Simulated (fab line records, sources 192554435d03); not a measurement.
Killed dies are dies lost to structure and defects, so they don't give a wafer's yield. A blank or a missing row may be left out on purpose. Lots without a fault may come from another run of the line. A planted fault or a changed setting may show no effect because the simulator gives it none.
A struck lot beside a sound one | flow n5_finfet | 19 steps out of a route of 1938
Sound: wafers L824.1, L824.2, L824.5. Struck: wafer L836.2. (L836.3, L836.6 of the same lot were not struck and are left out.) The cause comes at the end.
At each step with rows: each side's tool, then ch and its chambers, then its first start. Under that, the readings that differ: sound wafers | struck wafers | difference of the means | sigmas: that difference in standard deviations of wafers without a fault.
alike: readings whose means differ by less than 2 such deviations, and words and numbers that are the same on both sides. not compared: withheld readings, readings that some wafer has no value for, bounds like >300 that may hide the same value, and numbers for which the record gives no deviation and whose values overlap.
The two part at a step that has a row with sigmas, a row that says differs or no value, or rows on one side only. Numbers that don't overlap but have no deviation are shown without sigmas and don't part them. A reading that every wafer of one side lacks parts them only if that side has two wafers or more.

N5_BEOL_M15_DESCUM_33: chemistry O2, time 7.9 s.
  sound on rie_diel-01 ch 1,2,3, day 10 23:16; struck on rie_diel-03 ch 3, day 15 07:02
  alike: drypump_motor_current_A, oes_product_au, rf_vpp_V, showerhead_plenum_p_Torr, throttle_valve_pct
  not compared: rf_hours_counter_h
then, 3 steps without rows for these wafers: N5_BEOL_M15_ETCH_61 (etches BARC in N2/H2, target depth 89 nm, overetch 26.7 nm, time 67.9 s); N5_BEOL_M15_TRENCH_ETCH_34 (etches SiO2 in C4F8/O2/Ar, target depth 872.93 nm, time 199 s); N5_BEOL_M15_STRIP_36 (strips in O2).
N5_BEOL_M15_STRIP_62: strips in O2.
  sound on rie_diel-01 ch 1,2,3; struck on rie_diel-04 ch 1
  reading                         | sound          | struck | difference | sigmas
  showerhead_plenum_p_Torr (Torr) | 2.02 2.17 2.03 | 1.92   | -0.15      | -2
  alike: drypump_motor_current_A, oes_product_au, rf_vpp_V, throttle_valve_pct
  not compared: rf_hours_counter_h
N5_BEOL_M15_STRIP_37: strips in O2.
  sound on rie_diel-01 ch 1,2,3; struck on rie_diel-04 ch 1
  reading                         | sound          | struck | difference | sigmas
  showerhead_plenum_p_Torr (Torr) | 2.02 2.17 2.03 | 1.92   | -0.15      | -2
  alike: drypump_motor_current_A, oes_product_au, rf_vpp_V, throttle_valve_pct
  not compared: rf_hours_counter_h
then, 4 steps without rows for these wafers: N5_BEOL_M15_ETCH_38 (etches SiCN in CF4/N2, target depth 106.4 nm, time 120.5 s); N5_BEOL_M15_PRECLEAN_39 (cleans in residue remover, time 60 s); N5_BEOL_M15_SRD_40 (time 30 s, dry time 30 s); N5_BEOL_M15_DEGAS_41 (time 60 s).
N5_BEOL_M15_PRE_CLEAN_42: time 30 s.
  sound on pvd_sputter-01, day 11 01:43; struck on pvd_sputter-02, day 15 09:41
  alike: heater_power_w
N5_BEOL_M15_SPUTTER_43: material TaN, target thk 15 nm, time 24.19 s.
  sound on pvd_sputter-01, day 11 01:45; struck on pvd_sputter-02, day 15 09:43
  reading                                      | sound    | struck | difference | sigmas
  model.TaN_of_BEOL_M15_SPUTTER_43.thk_nm (nm) | 15 15 15 | 10.8   | -4.2       |
  alike: cathode_dc_power_W, chamber_pressure_pa, throttle_valve_pct
N5_BEOL_M15_SPUTTER_44: material Ta, target thk 15 nm, time 24.19 s.
  sound on pvd_sputter-01, day 11 01:50; struck on pvd_sputter-02, day 15 09:48
  alike: cathode_dc_power_W, chamber_pressure_pa, throttle_valve_pct
then, 3 steps without rows for these wafers: N5_BEOL_M15_SPUTTER_45 (material Cu, target thk 100 nm, time 16.67 s); N5_BEOL_M15_ECD_47 (material Cu, target thk 1860 nm); N5_BEOL_M15_ANNEAL_48 (time 90 s).
N5_BEOL_M15_CMP_49: polishes, stops on SiO2, t overpolish 4.9 s, target thk 850 nm.
  sound on cmp-03 ch 0,1,3, day 11 02:34; struck on cmp-04 ch 1, day 15 10:43
  reading                      | sound             | struck | difference | sigmas
  barrier_field_endpoint_s (s) | 11.63 11.12 11.01 | 9.35   | -1.90      | -7
  alike: motor_current_A, slurry_flow_ml_min
N5_BEOL_M15_THK_MEAS_50: measures by xrf.
  sound on film_metro-01, day 11 02:52; struck on film_metro-02, day 15 10:57
  alike: M15_THK
then, 1 step without rows for these wafers: N5_PASSIVATION_PROBE_49.

WHERE THEY PART
First at N5_BEOL_M15_STRIP_62; last, within this record, at N5_BEOL_M15_CMP_49. Later steps at which nothing parts them and some readings are alike: N5_BEOL_M15_THK_MEAS_50.

WHY: what the simulator had put in
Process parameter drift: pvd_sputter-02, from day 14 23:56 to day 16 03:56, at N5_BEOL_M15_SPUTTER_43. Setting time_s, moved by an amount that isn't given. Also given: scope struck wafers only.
